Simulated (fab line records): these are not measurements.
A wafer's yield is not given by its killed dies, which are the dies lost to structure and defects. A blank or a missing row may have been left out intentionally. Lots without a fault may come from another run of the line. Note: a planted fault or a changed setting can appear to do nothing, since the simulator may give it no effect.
Which tool is to blame? ; flow n5 finfet ; 72 wafers from 24 lots sampled at 2 of the route's 1938 steps

== WHAT THE GAUGES SHOWED, per wafer ==
N5_BEOL_M5_THK_MEAS_53: measures by xrf.
lot;measured;on;M5_THK (nm)
L074;day 9 14:29;film metro-01;62.7 62.1 64.7
L076;day 10 01:10;film metro-01;62.2 60.6 62.6
L075;day 10 02:15;film metro-01;65.6 64.3 65.5
L079;day 10 19:48;film metro-01;63.3 62.5 62.1
L077;day 10 20:36;film metro-02;57.6 57.6 60.2
L078;day 11 02:02;film metro-02;60.4 60.2 61.6
L081;day 11 02:40;film metro-02;60.1 60.2 61.1
L080;day 11 08:08;film metro-02;64.4 61.4 61.2
L083;day 11 20:58;film metro-01;62.3 61.5 60.6
L082;day 12 06:24;film metro-02;61.0 61.3 61.1
L084;day 12 11:14;film metro-01;61.7 63.5 61.4
L085;day 12 19:10;film metro-02;59.6 59.7 59.2
L086;day 12 21:27;film metro-02;62.4 62.2 61.0
L087;day 13 03:31;film metro-01;62.0 61.6 60.6
L089;day 13 03:37;film metro-01;63.8 65.3 64.5
L088;day 13 20:32;film metro-01;63.7 65.7 65.1
L090;day 13 23:31;film metro-01;64.5 64.0 63.3
L091;day 13 23:53;film metro-02;62.3 62.0 63.0
L092;day 14 06:42;film metro-01;62.0 63.2 62.0
L093;day 14 09:08;film metro-02;61.5 62.9 61.6
L094;day 14 19:15;film metro-01;61.3 61.6 62.4
L095;day 15 16:34;film metro-01;62.2 63.5 63.0
L096;day 15 21:40;film metro-01;62.9 60.8 60.7
L097;day 16 02:44;film metro-01;61.3 59.9 59.6

N5_BEOL_M5_INSPECT_58: inspects for defects (darkfield).
lot;measured;on;raw defect count
L074;day 9 14:46;defect inspect-02;37 61 49
L076;day 10 01:29;defect inspect-01;69 33 69
L075;day 10 02:32;defect inspect-02;62 81 64
L079;day 10 20:05;defect inspect-01;58 95 84
L077;day 10 20:53;defect inspect-01;51 38 46
L078;day 11 02:19;defect inspect-01;70 61 24
L081;day 11 03:11;defect inspect-01;72 117 97
L080;day 11 08:26;defect inspect-02;64 76 96
L083;day 11 21:16;defect inspect-02;69 46 70
L082;day 12 07:14;defect inspect-01;42 64 42
L084;day 12 13:38;defect inspect-02;66 45 40
L085;day 12 22:08;defect inspect-02;81 86 80
L086;day 12 22:17;defect inspect-01;130 48 92
L087;day 13 04:04;defect inspect-02;48 56 54
L089;day 13 04:32;defect inspect-02;92 99 141
L088;day 13 20:49;defect inspect-02;76 40 92
L090;day 13 23:51;defect inspect-02;58 103 93
L091;day 14 00:18;defect inspect-02;53 51 49
L092;day 14 06:59;defect inspect-01;38 67 44
L093;day 14 09:26;defect inspect-02;84 51 93
L094;day 14 19:32;defect inspect-01;74 85 59
L095;day 15 16:55;defect inspect-02;103 36 93
L096;day 15 21:56;defect inspect-01;60 57 69
L097;day 16 03:01;defect inspect-02;78 67 85

== WHAT TOOL EACH LOT RAN ON (gives the tool, then ch and the chambers of the sampled wafers, and finally the start) ==
Record: no process step prior to these readings.

== AS READ BY THE TOOLS THEMSELVES (means over the sampled wafers that have a number; for cases with no such wafer, the mark the record gives instead) ==
The record holds no such reading with a usual standard deviation.

== THE ANSWER, worked out from the rows above alone ==
Rule: the usual values come from the lots themselves. Put in order of their means at a reading, lots are off if they are a third of the lots or fewer, leave a main group of 4 or more, and stand apart from it by a gap of 3 or more times the standard deviation of the main group's means; of several such gaps the widest counts. The tables above print the reading to a certain number of digits; a main group whose means all agree to those digits is not used. Also off: a lot with no number at a reading for which 4 or more lots have one. Any other lot the step has rows for is counted as sound. The gauges are gone through in route order, then the tools' own readings, and for those a lot's mean is taken as printed above. The first step at which some lot is off is used, and at that step the reading that is off furthest; a lot without a number counts as furthest.
Nothing can be told from this: no lot is off at any reading shown.

== WHAT THE SIMULATOR HAD PUT IN ==
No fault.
